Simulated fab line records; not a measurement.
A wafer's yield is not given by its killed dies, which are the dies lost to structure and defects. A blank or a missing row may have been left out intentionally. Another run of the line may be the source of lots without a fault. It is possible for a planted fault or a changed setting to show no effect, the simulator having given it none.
Split-lot trial :: flow n5_finfet :: on a route of 1938 steps: 7 lots, 21 wafers read

== ON THE SPLIT ==
At N5_SDB_ETCH_17 (etches SiARC in CF4, target depth 23.4 nm, time 39 s), the setting bias_w was moved away from the recipe's 36 W on 5 of the 21 wafers read, by -15.4% to +16.8%. This setting was run at the recipe's value on the other wafers.

The reading comes from the split's own step.

== THE READING ==
rf_vpp_V, in V, at N5_SDB_ETCH_17 (etches SiARC in CF4, target depth 23.4 nm, time 39 s). Fault-free wafers of this fab line usually give 184.0 V, standard deviation 1.1 V.

wafer: L076.1
tool, chamber at the split: rie_diel-06, 3
bias_w as run, W: 36
against the recipe: recipe
rf_vpp_V, V: 182.9
against lot-mates on the recipe: -

wafer: L076.3
tool, chamber at the split: rie_diel-06, 1
bias_w as run, W: 36
against the recipe: recipe
rf_vpp_V, V: 183.3
against lot-mates on the recipe: -

wafer: L076.4
tool, chamber at the split: rie_diel-06, 2
bias_w as run, W: 36
against the recipe: recipe
rf_vpp_V, V: 185.2
against lot-mates on the recipe: -

wafer: L086.2
tool, chamber at the split: rie_diel-06, 2
bias_w as run, W: 36
against the recipe: recipe
rf_vpp_V, V: 185.6
against lot-mates on the recipe: -

wafer: L086.3
tool, chamber at the split: rie_diel-06, 0
bias_w as run, W: 36
against the recipe: recipe
rf_vpp_V, V: 184.2
against lot-mates on the recipe: -

wafer: L086.4
tool, chamber at the split: rie_diel-06, 2
bias_w as run, W: 36
against the recipe: recipe
rf_vpp_V, V: 185.0
against lot-mates on the recipe: -

wafer: L087.1
tool, chamber at the split: rie_diel-01, 3
bias_w as run, W: 36
against the recipe: recipe
rf_vpp_V, V: 184.0
against lot-mates on the recipe: -

wafer: L087.2
tool, chamber at the split: rie_diel-01, 1
bias_w as run, W: 36
against the recipe: recipe
rf_vpp_V, V: 182.2
against lot-mates on the recipe: -

wafer: L087.6
tool, chamber at the split: rie_diel-01, 0
bias_w as run, W: 36
against the recipe: recipe
rf_vpp_V, V: 184.8
against lot-mates on the recipe: -

wafer: L089.1
tool, chamber at the split: rie_diel-01, 3
bias_w as run, W: 36
against the recipe: recipe
rf_vpp_V, V: 183.1
against lot-mates on the recipe: -

wafer: L089.4
tool, chamber at the split: rie_diel-01, 1
bias_w as run, W: 32.96
against the recipe: -8.4%
rf_vpp_V, V: 172.9
against lot-mates on the recipe: -10.7

wafer: L089.5
tool, chamber at the split: rie_diel-01, 3
bias_w as run, W: 36
against the recipe: recipe
rf_vpp_V, V: 184.0
against lot-mates on the recipe: -

wafer: L090.2
tool, chamber at the split: rie_diel-01, 1
bias_w as run, W: 36
against the recipe: recipe
rf_vpp_V, V: 182.8
against lot-mates on the recipe: -

wafer: L090.4
tool, chamber at the split: rie_diel-01, 3
bias_w as run, W: 30.46
against the recipe: -15.4%
rf_vpp_V, V: 164.8
against lot-mates on the recipe: -18.0

wafer: L090.5
tool, chamber at the split: rie_diel-01, 2
bias_w as run, W: 30.46
against the recipe: -15.4%
rf_vpp_V, V: 163.8
against lot-mates on the recipe: -19.0

wafer: L092.2
tool, chamber at the split: rie_diel-01, 0
bias_w as run, W: 36
against the recipe: recipe
rf_vpp_V, V: 184.2
against lot-mates on the recipe: -

wafer: L092.3
tool, chamber at the split: rie_diel-01, 1
bias_w as run, W: 40.51
against the recipe: +12.5%
rf_vpp_V, V: 197.7
against lot-mates on the recipe: +13.6

wafer: L092.4
tool, chamber at the split: rie_diel-01, 3
bias_w as run, W: 36
against the recipe: recipe
rf_vpp_V, V: 183.9
against lot-mates on the recipe: -

wafer: L094.1
tool, chamber at the split: rie_diel-06, 1
bias_w as run, W: 42.03
against the recipe: +16.8%
rf_vpp_V, V: 201.8
against lot-mates on the recipe: +18.4

wafer: L094.5
tool, chamber at the split: rie_diel-06, 3
bias_w as run, W: 36
against the recipe: recipe
rf_vpp_V, V: 183.1
against lot-mates on the recipe: -

wafer: L094.6
tool, chamber at the split: rie_diel-06, 1
bias_w as run, W: 36
against the recipe: recipe
rf_vpp_V, V: 183.8
against lot-mates on the recipe: -

THE FIT
A straight line over all 21 wafers: rf_vpp_V changes by +1.19 V for each +1% of bias_w; r = +0.99; the points scatter about the line by 1.1 V.
The same after taking each lot's own level away (the mean of its wafers on the recipe; 21 wafers): +1.16 V for each +1%; r = +1.00; scatter 0.78 V.
Per that fit: largest bias_w move, reading shift of 19 V.
Across the lots, their own levels run from 182.80 to 184.93 V, a range of 1.9 times the standard deviation given above.
The two slopes are in agreement: the lot-to-lot level therefore moves the slope only a little.
Check: +19.6 V against its lot-mates is what the line predicts for one of the wafers moved furthest among these (+16.8%) when that wafer is left out of the fit. It came out at +18.4 V against them.
Tool readings at the split's step, against how far the setting was moved: etch_rf_on_time_s r = -0.85; rf_vpp_V r = +0.99.

== OTHER SPLITS ON THESE WAFERS ==
Before the reading, these wafers also passed through other splits. Each is held against what the fit with the lots' levels taken away leaves over:
other split on the same wafers: N5_ZERO_LAYER_PECVD_02 time_s
wafers away from the commonest value: 8
r with rf_vpp_V (lot level and that fit taken away): +0.14

other split on the same wafers: N5_FIN_SAQP_PECVD_06 time_s
wafers away from the commonest value: 6
r with rf_vpp_V (lot level and that fit taken away): +0.13

other split on the same wafers: N5_FIN_SAQP_EXPOSE_13 dose_mj
wafers away from the commonest value: 9
r with rf_vpp_V (lot level and that fit taken away): +0.06

other split on the same wafers: N5_FIN_CUT_COAT_19 spin_rpm
wafers away from the commonest value: 9
r with rf_vpp_V (lot level and that fit taken away): -0.14

other split on the same wafers: N5_SD_EPI_N_PEB_07 peb_temp_c
wafers away from the commonest value: 9
r with rf_vpp_V (lot level and that fit taken away): -0.07

other split on the same wafers: N5_SD_EPI_N_DEVELOP_08 develop_time_s
wafers away from the commonest value: 6
r with rf_vpp_V (lot level and that fit taken away): -0.26

== THE WHOLE CHAIN: every reading that the file lists as answering this split, in the file's order ==
step: N5_SDB_ETCH_17
what it does: etches SiARC in CF4, target depth 23.4 nm, time 39 s
reading: etch_rf_on_time_s
change (the file's fit): withheld for each +1% of the setting
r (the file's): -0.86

step: N5_SDB_ETCH_17
what it does: etches SiARC in CF4, target depth 23.4 nm, time 39 s
reading: rf_vpp_V
change (the file's fit): +1.14 V for each +1% of the setting
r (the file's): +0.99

== THE FILE'S OWN FIT ==
rf_vpp_V changes by +1.14 V for each +1% of bias_w, r = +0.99.
